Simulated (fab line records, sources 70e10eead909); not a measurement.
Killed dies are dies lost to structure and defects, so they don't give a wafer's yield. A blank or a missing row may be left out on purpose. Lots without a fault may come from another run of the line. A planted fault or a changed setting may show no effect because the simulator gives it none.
Which tool did it? | flow nand_harc | 7 lots, 21 wafers sampled, at 1 step of a route of 1302

WHAT THE GAUGES READ, wafer by wafer
NHARC_A_SGD_CUT_THK_MEAS_22: measures by ellipsometry.
lot  | measured     | on            | thk_nm (nm)
L185 | day 18 18:58 | film_metro-02 | 148.6 151.9 150.8
L186 | day 19 18:22 | film_metro-02 | 148.7 150.9 150.2
L190 | day 20 23:00 | film_metro-02 | 147.7 143.9 149.4
L193 | day 22 09:13 | film_metro-01 | 149.1 147.6 147.7
L200 | day 24 11:56 | film_metro-02 | 147.2 149.6 148.4
L204 | day 27 04:19 | film_metro-01 | 149.7 148.7 147.9
L205 | day 27 13:58 | film_metro-02 | 147.3 149.7 150.3

WHICH TOOL RAN EACH LOT (tool, then ch and the chambers of the sampled wafers, then the start)
The record holds no process step before these readings.

THE ANSWER, worked out from the rows above alone
Rule: what is usual is taken from the lots themselves. Put in order of their means at a reading, lots are off if they are a third of the lots or fewer, leave a main group of 4 or more, and stand apart from it by a gap of 3 or more times the standard deviation of the main group's means; of several such gaps the widest counts. A main group whose means are all the same, to the digits that the tables above print for the reading, isn't used. A lot without any number at a reading at which 4 lots or more have one is off too. The other lots that the step has rows for count as sound.
No lot is off at any reading shown: from this, nothing can be told.

WHAT THE SIMULATOR HAD PUT IN
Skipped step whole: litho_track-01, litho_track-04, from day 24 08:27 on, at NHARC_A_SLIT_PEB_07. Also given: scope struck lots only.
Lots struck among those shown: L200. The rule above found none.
